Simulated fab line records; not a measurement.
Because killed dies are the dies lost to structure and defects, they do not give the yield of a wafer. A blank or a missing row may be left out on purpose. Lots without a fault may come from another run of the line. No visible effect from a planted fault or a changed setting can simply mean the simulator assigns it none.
fab line records | flow n5Finfet
record: lots: 9 wafers: 27 lastDay: 18
route steps=1938 shown BEOL_M9@1401 PASSIVATION@1936
lots that met no fault: taken from a fault-free run of the same line
startH: hours from the record's first day to the start of the lot's first wafer shown | waitH: hours from the lot's prior step to this one | " unchanged from the row above | L1.1+2: a row that stands for several wafers | - no value, or no start given | * or withheld: withheld | < > ~ a bound
route shown NAME@n: names a module that has steps shown in the file, with the first one's number in the route | usual: average and standard deviation across the fault-free wafers | same: alike in all rows | chamber/n: place in a boat | sites: readings site by site | _std_site: standard deviation of those values | _edge_site: outer sites' mean less inner sites' | radiusMm: how far each site lies from the wafer's centre | mask NAME#n: copy n | behind: the last tool/chamber to shape the wafer | hold: cause of the lot's hold/its duration in hours/its outcome | device: the transistor (n, p or np) that didn't switch | end of line: tests of these same wafers at the route's end | for a step that has no rows: nothing shown but its recipe | killed: dies that structure and defects cost at the first sort, which is not the same as the wafer's yield | map: shows each die of a wafer: x if killed, . if not, _ if none is there
set.NAME: setting as actually run; set.NAME@STEP: the setting as run at that earlier step | model.NAME: the simulator's own value behind a step, which no gauge read
steps of the route over a sample of lots; a table a step, a row a wafer
services: the hour from which a tool's chamber was out of use, counted from the record's first day as startH (under 0 if before that day), plus the number of hours and why
== steps ==
step: N5_BEOL_M9_ILD_DEP_00
recipe: material: SiCOH_lowk targetThkA: 3085.1 tempC: 300 precursor: DEMS/porogen pressureTorr: 5 rfW: 500 timeS: 58
usual: heaterPowerW: 327/39 showerheadPlenumPTorr: 5.741/0.016 throttleValvePct: 13.8/0.79
columns lot.wafer tool chamber startH waitH heaterPowerW showerheadPlenumPTorr throttleValvePct
L256.1 pecvd-02 2 244.11 0.0 321 5.756 13.3
L256.2 " 1 " " 346 5.727 13.5
L256.5 " 1 " " 354 5.716 13.2
L258.2 pecvd-02 2 270.64 0.0 346 5.758 13.6
L258.3 " 1 " " 357 5.720 13.2
L258.4 " 2 " " 354 5.741 13.5
L265.3 pecvd-01 2 286.25 0.1 307 5.753 12.6
L265.4 " 1 " " 208 5.766 15.1
L265.5 " 1 " " 222 5.767 14.8
L264.1 pecvd-02 2 289.75 0.0 366 5.760 13.8
L264.3 " 0 " " 354 5.731 13.3
L264.6 " 1 " " 327 5.705 13.3
L268.1 pecvd-04 0 314.43 0.0 269 5.739 14.2
L268.3 " 1 " " 305 5.717 14.3
L268.5 " 0 " " 280 5.760 14.2
L270.1 pecvd-02 2 323.78 0.0 301 5.744 13.6
L270.5 " 0 " " 390 5.743 13.4
L270.6 " 2 " " 318 5.739 13.7
L274.1 pecvd-01 2 353.66 0.0 345 5.749 12.7
L274.4 " 2 " " 356 5.753 13.0
L274.5 " 1 " " 210 5.765 15.2
L276.4 pecvd-04 1 356.16 0.1 309 5.713 14.4
L276.5 " 2 " " 340 5.733 14.4
L276.6 " 0 " " 326 5.756 14.2
L275.2 pecvd-02 2 356.68 0.0 365 5.774 13.5
L275.4 " 1 " " 381 5.738 13.3
L275.6 " 0 " " 352 5.732 13.4
step: N5_BEOL_M9_PECVD_70
recipe: material: SiO2 targetThkA: 200 tempC: 400 precursor: TEOS/O2 pressureTorr: 5.5 rfW: 450 teosFlowSccm: 53.8 gas: O2 flowSccm: 3000 timeS: 22.7
usual: heaterPowerW: 737/80 showerheadPlenumPTorr: 8.80/0.061 throttleValvePct: 22.4/1.5
columns lot.wafer tool chamber startH waitH heaterPowerW showerheadPlenumPTorr throttleValvePct
L256.1 pecvd-02 0 244.73 0.0 690 8.75 21.6
L256.2 " 1 " " 836 8.68 21.5
L256.5 " 1 " " 842 8.71 21.1
L258.2 pecvd-02 0 271.75 0.0 872 8.75 21.6
L258.3 " 1 " " 803 8.69 21.2
L258.4 " 2 " " 779 8.81 22.1
L265.3 pecvd-02 2 286.88 0.0 796 8.83 22.1
L265.4 " 2 " " 790 8.84 21.3
L265.5 " 0 " " 806 8.75 21.5
L264.1 pecvd-02 2 290.38 0.0 781 8.81 21.7
L264.3 " 0 " " 785 8.75 21.4
L264.6 " 1 " " 797 8.71 21.5
L268.1 pecvd-02 0 315.05 0.0 863 8.76 21.5
L268.3 " 2 " " 656 8.82 22.1
L268.5 " 2 " " 669 8.82 22.1
L270.1 pecvd-01 1 324.42 0.0 583 8.86 24.7
L270.5 " 0 " " 742 8.85 24.8
L270.6 " 2 " " 677 8.84 20.1
L274.1 pecvd-01 2 354.29 0.0 735 8.83 20.3
L274.4 " 2 " " 723 8.82 20.5
L274.5 " 0 " " 669 8.85 25.0
L276.4 pecvd-01 0 356.78 0.1 693 8.86 25.0
L276.5 " 2 " " 776 8.83 20.5
L276.6 " 1 " " 607 8.88 24.2
L275.2 pecvd-04 2 357.31 0.0 788 8.77 23.3
L275.4 " 1 " " 687 8.75 23.0
L275.6 " 2 " " 813 8.80 23.1
step: N5_BEOL_M9_ETCH_61
recipe: chemistry: CF4 target: SiARC targetDepthA: 390 maskMaterial: CAR-ArF timeS: 65 ionEnergyEv: 80 pressureMtorr: 40 sourceW: 545 biasW: 36 Ar_flow_sccm: 100 cf4FlowSccm: 100 ends: cleared
usual: drypumpMotorCurrentA: 5.8/0.38 etchRfOnTimeS: 66.0/2.4 oesProductAu: 0.66/0.081 rfVppV: 184.0/1 showerheadPlenumPTorr: 2.14/0.058 throttleValvePct: 15.66/0.28
columns lot.wafer tool chamber startH waitH drypumpMotorCurrentA etchRfOnTimeS oesProductAu rfHoursCounterH rfVppV showerheadPlenumPTorr throttleValvePct
L256.1 rieDiel-06 3 245.71 0.0 6.0 67.8 0.58 218 183.9 2.03 15.95
L256.2 " 1 " " 5.3 68.7 0.61 161 183.9 2.14 15.68
L256.5 " 2 " " 5.5 62.6 0.69 - 183.3 2.07 15.57
L258.2 rieDiel-06 2 272.69 0.0 5.5 64.1 0.68 107 182.8 2.07 15.58
L258.3 " 1 " " 5.3 69.7 0.61 168 184.9 2.14 15.67
L258.4 " 3 " " 6.0 67.5 0.58 226 183.9 2.03 15.96
L265.3 rieDiel-03 3 288.25 0.0 6.3 66.7 0.75 31 183.4 2.17 15.13
L265.4 " 1 " " 5.7 69.3 0.56 231 184.1 2.21 15.88
L265.5 " 1 " " 5.7 69.5 0.56 - 183.6 2.21 15.89
L264.1 rieDiel-03 2 293.86 0.0 5.7 62.4 0.69 105 184.7 2.09 15.52
L264.3 " 0 " " 6.2 63.2 0.82 13 185.8 2.18 15.51
L264.6 " 1 " " 5.7 68.7 0.57 - 185.0 2.20 15.87
L268.1 rieDiel-06 0 316.87 0.0 5.4 64.3 0.59 231 183.3 2.12 16.16
L268.3 " 3 " " 6.0 67.8 0.57 242 181.3 2.02 16.00
L268.5 " 3 " " 6.0 68.1 0.57 - 183.9 2.02 16.00
L270.1 rieDiel-06 3 326.46 0.0 6.0 68.9 0.56 245 183.4 2.02 16.00
L270.5 " 3 " " 6.0 68.1 0.56 - 182.5 2.02 16.01
L270.6 " 1 " " 5.3 69.9 0.59 - 184.6 2.14 15.70
L274.1 rieDiel-04 0 355.39 0.0 6.1 67.8 0.67 121 184.2 2.15 15.29
L274.4 " 2 " " 6.4 64.0 0.77 29 184.5 2.17 15.50
L274.5 " 3 " " 5.3 67.3 0.59 - 186.2 2.19 16.01
L276.4 rieDiel-04 3 359.92 0.0 5.3 65.4 0.60 240 184.3 2.19 16.01
L276.5 " 2 " " 6.4 62.9 0.78 - 183.9 2.17 15.50
L276.6 " 1 " " 6.3 67.0 0.60 - 184.0 2.21 15.70
L275.2 rieDiel-03 3 360.92 0.0 6.3 67.5 0.71 51 185.3 2.16 15.19
L275.4 " 3 " " 6.3 67.4 0.72 - 185.0 2.16 15.18
L275.6 " 2 " " 5.7 62.4 0.67 - 183.6 2.08 15.55
step: N5_BEOL_M9_TRENCH_ETCH_37
recipe: chemistry: C4F6/O2 targetDepthA: 1514.3 target: SiCOH_lowk timeS: 49 ionEnergyEv: 250 pressureMtorr: 30 sourceW: 345 biasW: 185 Ar_flow_sccm: 300 C4F6_flow_sccm: 10 O2_flow_sccm: 10
usual: drypumpMotorCurrentA: 5.9/0.41 oesProductAu: 0.78/0.094 rfVppV: 666/9.5 showerheadPlenumPTorr: 2.87/0.077 throttleValvePct: 20.96/0.3
columns lot.wafer tool chamber startH waitH drypumpMotorCurrentA oesProductAu rfHoursCounterH rfVppV showerheadPlenumPTorr throttleValvePct
L256.1 rieDiel-04 2 249.50 - 6.4 0.99 0 670 2.90 20.85
L256.2 " 1 " " 6.3 0.72 165 663 2.98 21.09
L256.5 " 3 " " 5.3 0.72 - 663 2.93 21.27
L258.2 rieDiel-04 0 276.49 - 6.1 0.82 95 682 2.86 20.45
L258.3 " 3 " " 5.3 0.72 216 663 2.93 21.29
L258.4 " 2 " " 6.4 0.98 7 671 2.90 20.86
L265.3 rieDiel-04 2 289.74 - 6.4 0.94 11 671 2.90 20.86
L265.4 " 3 " " 5.3 0.71 220 662 2.93 21.28
L265.5 " 3 " " 5.3 0.71 - 662 2.93 21.28
L264.1 rieDiel-04 0 295.27 - 6.1 0.81 101 683 2.86 20.45
L264.3 " 3 " " 5.3 0.72 222 663 2.93 21.29
L264.6 " 2 " " 6.4 0.95 - 671 2.90 20.85
L268.1 rieDiel-06 1 319.25 - 5.3 0.71 182 649 2.85 21.13
L268.3 " 2 " " 5.5 0.77 123 659 2.74 20.90
L268.5 " 0 " " 5.4 0.68 - 671 2.81 21.42
L270.1 rieDiel-06 2 332.19 - 5.5 0.76 127 659 2.74 20.89
L270.5 " 0 " " 5.4 0.69 - 672 2.81 21.41
L270.6 " 1 " " 5.3 0.68 - 648 2.85 21.14
L274.1 rieDiel-03 0 360.43 - 6.2 0.90 37 674 2.90 20.98
L274.4 " 3 " " 6.3 0.85 - 669 2.88 20.52
L274.5 " 2 " " 5.7 0.78 - 664 2.78 20.99
L276.4 rieDiel-03 0 365.13 - 6.2 0.90 - 674 2.90 20.98
L276.5 " 3 " " 6.3 0.84 - 669 2.88 20.53
L276.6 " 2 " " 5.7 0.78 - 663 2.77 20.97
L275.2 rieDiel-04 0 365.60 - 6.1 0.79 124 682 2.85 20.49
L275.4 " 3 " " 5.3 0.69 242 662 2.92 21.31
L275.6 " 0 " " 6.1 0.79 - 683 2.85 20.48
step: N5_BEOL_M9_OCD_MEAS_38
usual: trenchDepthNm: 149/3.9
columns lot.wafer tool chamber startH waitH trenchDepthNm
L256.1 ocd-01 - 249.68 - 153
L256.2 " - " " 146
L256.5 " - " " 149
L258.2 ocd-01 - 276.67 - 157
L258.3 " - " " 160
L258.4 " - " " 168
L265.3 ocd-01 - 289.92 - 166
L265.4 " - " " 159
L265.5 " - " " 157
L264.1 ocd-01 - 295.45 - 157
L264.3 " - " " 158
L264.6 " - " " 166
L268.1 ocd-01 - 319.42 - 144
L268.3 " - " " 152
L268.5 " - " " 149
L270.1 ocd-01 - 332.38 - 150
L270.5 " - " " 150
L270.6 " - " " 140
L274.1 ocd-01 - 360.61 - 154
L274.4 " - " " 147
L274.5 " - " " 156
L276.4 ocd-01 - 365.29 - 154
L276.5 " - " " 148
L276.6 " - " " 156
L275.2 ocd-02 - 365.78 - 150
L275.4 " - " " 147
L275.6 " - " " 149
step: N5_BEOL_M9_THK_MEAS_53
recipe: thkMeasGauge: xrf reads: Cu_of_BEOL_M9_ECD_50
usual: M9_THK: 140/4.3
columns lot.wafer tool chamber startH waitH M9_THK[nm]
L256.1 filmMetro-02 - 252.00 - 141
L256.2 " - " " 137
L256.5 " - " " 140
L258.2 filmMetro-01 - 279.41 - 146
L258.3 " - " " 148
L258.4 " - " " 157
L265.3 filmMetro-01 - 293.87 - 160
L265.4 " - " " 150
L265.5 " - " " 150
L264.1 filmMetro-01 - 299.14 - 149
L264.3 " - " " 152
L264.6 " - " " 157
L268.1 filmMetro-02 - 323.04 - 134
L268.3 " - " " 139
L268.5 " - " " 137
L270.1 filmMetro-01 - 335.76 - 139
L270.5 " - " " 139
L270.6 " - " " 130
L274.1 filmMetro-02 - 365.04 - 146
L274.4 " - " " 140
L274.5 " - " " 148
L276.4 filmMetro-01 - 367.24 - 144
L276.5 " - " " 137
L276.6 " - " " 147
L275.2 filmMetro-01 - 367.76 - 139
L275.4 " - " " 137
L275.6 " - " " 137
step: N5_BEOL_M9_RS_MEAS_57
recipe: thkMeasGauge: four-point-probe reads: Cu_of_BEOL_M9_ECD_50+Co_of_BEOL_M9_CVD_78+TaN_of_BEOL_M9_ALD_74
usual: M9_RS: 0.154/0.0051
columns lot.wafer tool chamber startH waitH M9_RS[ohm/sq]
L256.1 filmMetro-02 - 252.14 0.1 0.150
L256.2 " - " " 0.156
L256.5 " - " " 0.151
L258.2 filmMetro-01 - 279.55 0.1 0.145
L258.3 " - " " 0.143
L258.4 " - " " 0.134
L265.3 filmMetro-01 - 294.00 0.1 0.134
L265.4 " - " " 0.143
L265.5 " - " " 0.144
L264.1 filmMetro-01 - 299.28 0.1 0.144
L264.3 " - " " 0.140
L264.6 " - " " 0.135
L268.1 filmMetro-01 - 323.18 0.1 0.160
L268.3 " - " " 0.154
L268.5 " - " " 0.156
L270.1 filmMetro-02 - 335.91 0.1 0.154
L270.5 " - " " 0.154
L270.6 " - " " 0.167
L274.1 filmMetro-02 - 365.17 0.1 0.146
L274.4 " - " " 0.153
L274.5 " - " " 0.144
L276.4 filmMetro-01 - 367.37 0.0 0.147
L276.5 " - " " 0.157
L276.6 " - " " 0.145
L275.2 filmMetro-02 - 367.90 0.1 0.154
L275.4 " - " " 0.156
L275.6 " - " " 0.156
step: N5_PASSIVATION_PROBE_49
usual: defectLimitedYield: 91.2/1.5 killed_at_M0_to_M3: 33/9.6 killed_at_M4_up: 14/5.6 killedAtContacts: 14/5.5 killedAtFrontEnd: 40/13 killedAtOther: 4/3 killedDies: 104/17 killedOpen: 68/13 killedShort: 33/7.2 sort_bin_5_function: 5.2/0.95 sort_bin_6_memory: 3.3/0.62 sort_bin_8_speed: 0.00/0.012 sortNPass: 1076/17 sortYieldPct: 91.2/1.5
same: grossDies: 1180 killedAtBackSide: 0 sort_bin_4_leakage[%]: 0
columns lot.wafer tool chamber startH waitH defectLimitedYield[%] killed_at_M0_to_M3 killed_at_M4_up killedAtContacts killedAtFrontEnd killedAtOther killedDies killedOpen killedShort sort_bin_5_function[%] sort_bin_6_memory[%] sort_bin_8_speed[%] sortNPass sortYieldPct[%]
L256.1 prober-02 - 315.63 0.0 91.0 43 9 9 39 6 106 70 36 5.3 3.5 0 1074 91.0
L256.2 prober-02 - 315.68 0.1 91.8 27 15 13 34 8 97 68 29 5.1 2.7 0 1083 91.8
L256.5 prober-02 - 315.83 0.2 91.4 33 10 15 34 10 102 66 36 5.3 3.1 0 1078 91.4
L268.1 prober-01 - 387.20 0.0 89.7 38 17 23 34 9 121 86 34 5.6 4.2 0 1059 89.7
L268.3 prober-01 - 387.30 0.1 90.8 54 9 17 26 2 108 69 36 5.9 3.0 0 1072 90.8
L268.5 prober-01 - 387.40 0.2 89.8 43 10 19 41 7 120 74 45 5.8 4.3 0 1060 89.8
L270.5 prober-02 - 397.94 0.2 88.7 34 25 7 61 6 133 80 49 6.4 3.8 0 1047 88.7
L270.6 prober-02 - 397.99 0.3 90.8 43 13 7 45 1 109 74 32 5.3 3.3 0 1071 90.8
killed by level:class
L256.1 FIN_SAQP:geometricParticle:open=12 BEOL_M2:geometricParticle:open=11 FIN_SAQP:geometricParticle:short=7 MOL_CONTACT_COAG:geometricParticle:open=7 BEOL_M3:geometricParticle:open=7 DUMMY_GATE:geometricParticle:open=6 BEOL_M0_SAQP:geometricParticle:open=6 BEOL_M0:geometricParticle:open=4
L256.2 MOL_CONTACT_COAG:geometricParticle:open=12 BEOL_M4:geometricParticle:open=10 FIN_SAQP:geometricParticle:short=9 FIN_SAQP:geometricParticle:open=7 DUMMY_GATE:geometricParticle:open=7 BEOL_M3:geometricParticle:open=7 STI_FIN_REVEAL:geometricParticle:open=5 BEOL_M3:geometricParticle:short=5
L256.5 BEOL_M0_SAQP:geometricParticle:open=12 FIN_SAQP:geometricParticle:short=11 FIN_SAQP:geometricParticle:open=10 MOL_CONTACT_COAG:geometricParticle:open=10 BEOL_M0_SAQP:geometricParticle:short=7 PASS1_CAP:geometricParticle:open=7 MOL_CONTACT_COAG:geometricParticle:short=5 BEOL_M3:geometricParticle:open=5
L268.1 MOL_CONTACT_COAG:geometricParticle:open=18 BEOL_M3:geometricParticle:open=14 FIN_SAQP:geometricParticle:open=13 BEOL_M1:geometricParticle:open=10 STI_FIN_REVEAL:geometricParticle:open=6 MOL_CONTACT_COAG:geometricParticle:short=5 BEOL_M1:geometricParticle:short=5 BEOL_M5:geometricParticle:open=5
L268.3 BEOL_M1:geometricParticle:open=14 BEOL_M0_SAQP:geometricParticle:short=11 MOL_CONTACT_COAG:geometricParticle:open=11 BEOL_M3:geometricParticle:open=9 BEOL_M0_SAQP:geometricParticle:open=8 BEOL_M2:geometricParticle:open=7 MOL_CONTACT_COAG:geometricParticle:short=6 GATE_CUT:geometricParticle:short=4
L268.5 MOL_CONTACT_COAG:geometricParticle:open=16 FIN_SAQP:geometricParticle:short=15 BEOL_M0_SAQP:geometricParticle:open=12 BEOL_M0_SAQP:geometricParticle:short=11 FIN_SAQP:geometricParticle:open=9 BEOL_M3:geometricParticle:open=6 BEOL_M2:geometricParticle:open=5 BEOL_M4:geometricParticle:open=5
L270.5 FIN_SAQP:geometricParticle:open=24 FIN_SAQP:geometricParticle:short=16 BEOL_M4:geometricParticle:open=12 BEOL_M0_SAQP:geometricParticle:short=8 BEOL_M1:geometricParticle:open=6 BEOL_M2:geometricParticle:open=6 BEOL_M4:geometricParticle:short=5 BEOL_M0_SAQP:geometricParticle:open=5
L270.6 FIN_SAQP:geometricParticle:open=13 BEOL_M0_SAQP:geometricParticle:short=12 BEOL_M4:geometricParticle:open=10 BEOL_M0_SAQP:geometricParticle:open=9 STI_FIN_REVEAL:geometricParticle:open=7 BEOL_M2:geometricParticle:open=7 MOL_CONTACT_COAG:geometricParticle:open=6 FIN_SAQP:geometricParticle:short=5
== services ==
columns tool chamber startH hours kind
pecvd-01 0 221.01 1.7 repair
pecvd-01 - 224.83 0.8 repair
pecvd-04 - 227.99 28.1 pm
rieDiel-04 2 234.06 - clean
rieDiel-04 2 234.06 - consumableReplace:focusRing
rieDiel-04 2 234.06 14.5 scheduledDown
rieDiel-04 2 234.06 14.5 ventCycle
pecvd-01 - 243.92 14.6 pm
rieDiel-03 - 272.06 0.8 repair
pecvd-04 - 272.95 0.7 repair
pecvd-01 1 289.14 3.5 repair
pecvd-01 - 310.82 0.3 repair
pecvd-02 1 313.98 5.0 scheduledDown
rieDiel-03 3 317.24 8.8 repair
pecvd-04 0 331.85 8.1 repair
rieDiel-04 3 334.18 5.4 repair
rieDiel-06 3 342.84 - clean
rieDiel-06 3 342.84 - consumableReplace:esc
rieDiel-06 3 342.84 - consumableReplace:focusRing
rieDiel-06 3 342.84 - consumableReplace:showerhead
rieDiel-06 3 342.84 36.3 scheduledDown
rieDiel-06 3 342.84 36.3 ventCycle
pecvd-04 - 348.15 0.5 repair
pecvd-02 2 365.17 18.7 repair
== key ==
firstSign: step: N5_BEOL_M9_OCD_MEAS_38 reading: trenchDepthNm direction: up sigmas: 3 usual: 149 struck: 161
effect: step: N5_BEOL_M9_THK_MEAS_53 reading: M9_THK direction: up sigmas: 2.8 usual: 140 struck: 152
effect: step: N5_BEOL_M9_RS_MEAS_57 reading: M9_RS direction: down sigmas: 2.6 usual: 0.154 struck: 0.140
metAt N5_BEOL_M9_TRENCH_ETCH_37
struckLots L258,L264,L265
notActingAt N5_BEOL_M9_ILD_DEP_00,N5_BEOL_M9_PECVD_70,N5_BEOL_M9_ETCH_61
onsetBetween 249.50 276.49
fault: kind: processParameterDrift tool: rieDiel-04 chamber: - onsetH: 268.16 steps: N5_BEOL_M9_TRENCH_ETCH_37 channel: targetDepthA offset: 98.929 shape: step endH: 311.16 actsIn: theseRecipesOnly stated: 1514.3
